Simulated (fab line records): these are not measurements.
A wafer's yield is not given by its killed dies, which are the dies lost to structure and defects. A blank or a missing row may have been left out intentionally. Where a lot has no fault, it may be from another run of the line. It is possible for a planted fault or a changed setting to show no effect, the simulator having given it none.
Matching of chambers || flow nandHarc || 3 sister chambers for NHARC_A_M1_PRE_CLEAN_32 on pecvd-01
The step time 12 s. 6 wafers are shown with their chamber, then 10 later ones without.

== EACH WAFER AND ITS CHAMBER ==
{"wafer": "L086.5", "chamber": 2, "heaterPowerW (W)": 681}
{"wafer": "L088.2", "chamber": 1, "heaterPowerW (W)": 687}
{"wafer": "L088.4", "chamber": 1, "heaterPowerW (W)": 705}
{"wafer": "L088.6", "chamber": 0, "heaterPowerW (W)": 634}
{"wafer": "L093.1", "chamber": 0, "heaterPowerW (W)": 635}
{"wafer": "L093.3", "chamber": 2, "heaterPowerW (W)": 660}

== WAFERS MISSING THEIR CHAMBER ==
{"wafer": "L093.5", "heaterPowerW (W)": 672}
{"wafer": "L094.2", "heaterPowerW (W)": 546}
{"wafer": "L094.5", "heaterPowerW (W)": 585}
{"wafer": "L094.6", "heaterPowerW (W)": 674}
{"wafer": "L096.2", "heaterPowerW (W)": 519}
{"wafer": "L096.5", "heaterPowerW (W)": 521}
{"wafer": "L096.6", "heaterPowerW (W)": 663}
{"wafer": "L097.2", "heaterPowerW (W)": 665}
{"wafer": "L097.3", "heaterPowerW (W)": 624}
{"wafer": "L097.6", "heaterPowerW (W)": 653}

== EACH ONE'S CHAMBER ==
{"wafer": "L093.5", "from the rows above": "can't be placed: 2 or 1", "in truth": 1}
{"wafer": "L094.2", "from the rows above": 0, "in truth": 0}
{"wafer": "L094.5", "from the rows above": 0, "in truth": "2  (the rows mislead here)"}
{"wafer": "L094.6", "from the rows above": "can't be placed: 2 or 1", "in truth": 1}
{"wafer": "L096.2", "from the rows above": 0, "in truth": 0}
{"wafer": "L096.5", "from the rows above": 0, "in truth": 0}
{"wafer": "L096.6", "from the rows above": "can't be placed: 2 or 0", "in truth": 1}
{"wafer": "L097.2", "from the rows above": 2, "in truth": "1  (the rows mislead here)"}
{"wafer": "L097.3", "from the rows above": 0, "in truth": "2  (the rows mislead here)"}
{"wafer": "L097.6", "from the rows above": "can't be placed: 2 or 0", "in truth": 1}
Correctly placed: 3 of 10. From these rows, 4 cannot be placed; in 2 the true chamber is one of the candidates. 3 placed wrongly.
How it was worked out, from the rows above alone: a wafer's distance from a chamber is the root of the sum, over the readings, of the square of ((its reading less the chamber's mean) divided by the reading's scatter). If the next closest chamber is less than 2 further off than the closest, the wafer can't be placed; otherwise it belongs to the closest. A chamber's mean is the mean of its shown wafers. The scatter is the square root of a quotient: the sum, over the shown wafers, of each reading's squared deviation from its chamber's mean, divided by wafers minus chambers.
